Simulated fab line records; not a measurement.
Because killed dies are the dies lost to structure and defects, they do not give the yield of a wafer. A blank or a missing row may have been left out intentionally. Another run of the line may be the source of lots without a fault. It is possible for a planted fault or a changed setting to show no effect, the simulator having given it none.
Lot-split experiment / flow n5_finfet / route with 1938 steps; 7 lots, 21 wafers read

## SPLIT DETAILS
At N5_BEOL_M5_COAT_05 (resist thk 30 nm), the setting spin_rpm was moved away from the recipe's 1500 rpm on 6 of the 21 wafers read, by -6.7% to +9.5%. The other wafers ran this setting at the recipe's value.

Reading taken at the split's own step.

## THE READING
CAR-EUV_of_BEOL_M5_COAT_05.thk_nm (the simulator's own value, which no gauge read), in nm, at N5_BEOL_M5_COAT_05 (resist thk 30 nm). The file gives no usual value for it. Across the 15 wafers here that went through the recipe, the average is 30.0 nm and the standard deviation 0.14 nm.

wafer=L076.1; tool, chamber at the split=litho_track-02, 0; spin_rpm as run, rpm=1500; against the recipe=recipe; CAR-EUV_of_BEOL_M5_COAT_05.thk_nm, nm=30.2; against lot-mates on the recipe=-
wafer=L076.6; tool, chamber at the split=litho_track-02, 0; spin_rpm as run, rpm=1500; against the recipe=recipe; CAR-EUV_of_BEOL_M5_COAT_05.thk_nm, nm=30.2; against lot-mates on the recipe=-
wafer=L076.2; tool, chamber at the split=litho_track-02, 0; spin_rpm as run, rpm=1500; against the recipe=recipe; CAR-EUV_of_BEOL_M5_COAT_05.thk_nm, nm=30; against lot-mates on the recipe=-
wafer=L078.1; tool, chamber at the split=litho_track-02, 0; spin_rpm as run, rpm=1643; against the recipe=+9.5%; CAR-EUV_of_BEOL_M5_COAT_05.thk_nm, nm=28.6; against lot-mates on the recipe=-1.2
wafer=L078.5; tool, chamber at the split=litho_track-02, 0; spin_rpm as run, rpm=1643; against the recipe=+9.5%; CAR-EUV_of_BEOL_M5_COAT_05.thk_nm, nm=28.6; against lot-mates on the recipe=-1.2
wafer=L078.4; tool, chamber at the split=litho_track-02, 0; spin_rpm as run, rpm=1500; against the recipe=recipe; CAR-EUV_of_BEOL_M5_COAT_05.thk_nm, nm=29.8; against lot-mates on the recipe=-
wafer=L081.3; tool, chamber at the split=litho_track-04, 0; spin_rpm as run, rpm=1500; against the recipe=recipe; CAR-EUV_of_BEOL_M5_COAT_05.thk_nm, nm=29.8; against lot-mates on the recipe=-
wafer=L081.4; tool, chamber at the split=litho_track-04, 0; spin_rpm as run, rpm=1500; against the recipe=recipe; CAR-EUV_of_BEOL_M5_COAT_05.thk_nm, nm=30; against lot-mates on the recipe=-
wafer=L081.6; tool, chamber at the split=litho_track-04, 0; spin_rpm as run, rpm=1500; against the recipe=recipe; CAR-EUV_of_BEOL_M5_COAT_05.thk_nm, nm=30; against lot-mates on the recipe=-
wafer=L084.1; tool, chamber at the split=litho_track-04, 0; spin_rpm as run, rpm=1500; against the recipe=recipe; CAR-EUV_of_BEOL_M5_COAT_05.thk_nm, nm=30; against lot-mates on the recipe=-
wafer=L084.4; tool, chamber at the split=litho_track-04, 0; spin_rpm as run, rpm=1399; against the recipe=-6.7%; CAR-EUV_of_BEOL_M5_COAT_05.thk_nm, nm=31; against lot-mates on the recipe=+1.0
wafer=L084.6; tool, chamber at the split=litho_track-04, 0; spin_rpm as run, rpm=1399; against the recipe=-6.7%; CAR-EUV_of_BEOL_M5_COAT_05.thk_nm, nm=31; against lot-mates on the recipe=+1.0
wafer=L085.2; tool, chamber at the split=litho_track-02, 0; spin_rpm as run, rpm=1500; against the recipe=recipe; CAR-EUV_of_BEOL_M5_COAT_05.thk_nm, nm=30; against lot-mates on the recipe=-
wafer=L085.5; tool, chamber at the split=litho_track-02, 0; spin_rpm as run, rpm=1500; against the recipe=recipe; CAR-EUV_of_BEOL_M5_COAT_05.thk_nm, nm=29.8; against lot-mates on the recipe=-
wafer=L085.6; tool, chamber at the split=litho_track-02, 0; spin_rpm as run, rpm=1500; against the recipe=recipe; CAR-EUV_of_BEOL_M5_COAT_05.thk_nm, nm=29.8; against lot-mates on the recipe=-
wafer=L088.1; tool, chamber at the split=litho_track-03, 0; spin_rpm as run, rpm=1612; against the recipe=+7.5%; CAR-EUV_of_BEOL_M5_COAT_05.thk_nm, nm=29; against lot-mates on the recipe=-1.0
wafer=L088.5; tool, chamber at the split=litho_track-03, 0; spin_rpm as run, rpm=1500; against the recipe=recipe; CAR-EUV_of_BEOL_M5_COAT_05.thk_nm, nm=30; against lot-mates on the recipe=-
wafer=L088.6; tool, chamber at the split=litho_track-03, 0; spin_rpm as run, rpm=1500; against the recipe=recipe; CAR-EUV_of_BEOL_M5_COAT_05.thk_nm, nm=30; against lot-mates on the recipe=-
wafer=L090.1; tool, chamber at the split=litho_track-03, 0; spin_rpm as run, rpm=1500; against the recipe=recipe; CAR-EUV_of_BEOL_M5_COAT_05.thk_nm, nm=30.2; against lot-mates on the recipe=-
wafer=L090.2; tool, chamber at the split=litho_track-03, 0; spin_rpm as run, rpm=1500; against the recipe=recipe; CAR-EUV_of_BEOL_M5_COAT_05.thk_nm, nm=30; against lot-mates on the recipe=-
wafer=L090.5; tool, chamber at the split=litho_track-03, 0; spin_rpm as run, rpm=1619; against the recipe=+7.9%; CAR-EUV_of_BEOL_M5_COAT_05.thk_nm, nm=28.8; against lot-mates on the recipe=-1.3

THE FIT
A straight line over all 21 wafers: CAR-EUV_of_BEOL_M5_COAT_05.thk_nm changes by -0.146 nm for each +1% of spin_rpm; r = -0.98; the points scatter about the line by 0.12 nm.
The same after taking each lot's own level away (the mean of its wafers on the recipe; 21 wafers): -0.139 nm for each +1%; r = -0.99; scatter 0.097 nm.
On that fit, the largest move of spin_rpm shifts the reading by 1.3 nm.
Measured against the standard deviation above, the lots' own levels, which go from 29.80 to 30.13 nm, span 2.5 times it.
Consequently the slope shifts little with the lot-to-lot level, the two slopes agreeing.
Check: with one of the wafers moved furthest among these (+9.5%) left out of the fit, the line predicts -1.35 nm for it against its lot-mates. It came out at -1.2 nm against them.

## OTHER SPLITS ON THESE WAFERS
These wafers also went through other splits before the reading. Each is held against what the fit with the lots' levels taken away leaves over:
other split on the same wafers=N5_BEOL_M3_COAT_05 spin_rpm; wafers away from the commonest value=5; r with CAR-EUV_of_BEOL_M5_COAT_05.thk_nm (lot level and that fit taken away)=-0.11
other split on the same wafers=N5_BEOL_M4_COAT_62 spin_rpm; wafers away from the commonest value=9; r with CAR-EUV_of_BEOL_M5_COAT_05.thk_nm (lot level and that fit taken away)=-0.06
other split on the same wafers=N5_BEOL_M4_DESCUM_16 time_s; wafers away from the commonest value=7; r with CAR-EUV_of_BEOL_M5_COAT_05.thk_nm (lot level and that fit taken away)=+0.15

## FILE'S OWN FIT
CAR-EUV_of_BEOL_M5_COAT_05.thk_nm changes by -0.141 nm for each +1% of spin_rpm, r = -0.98.
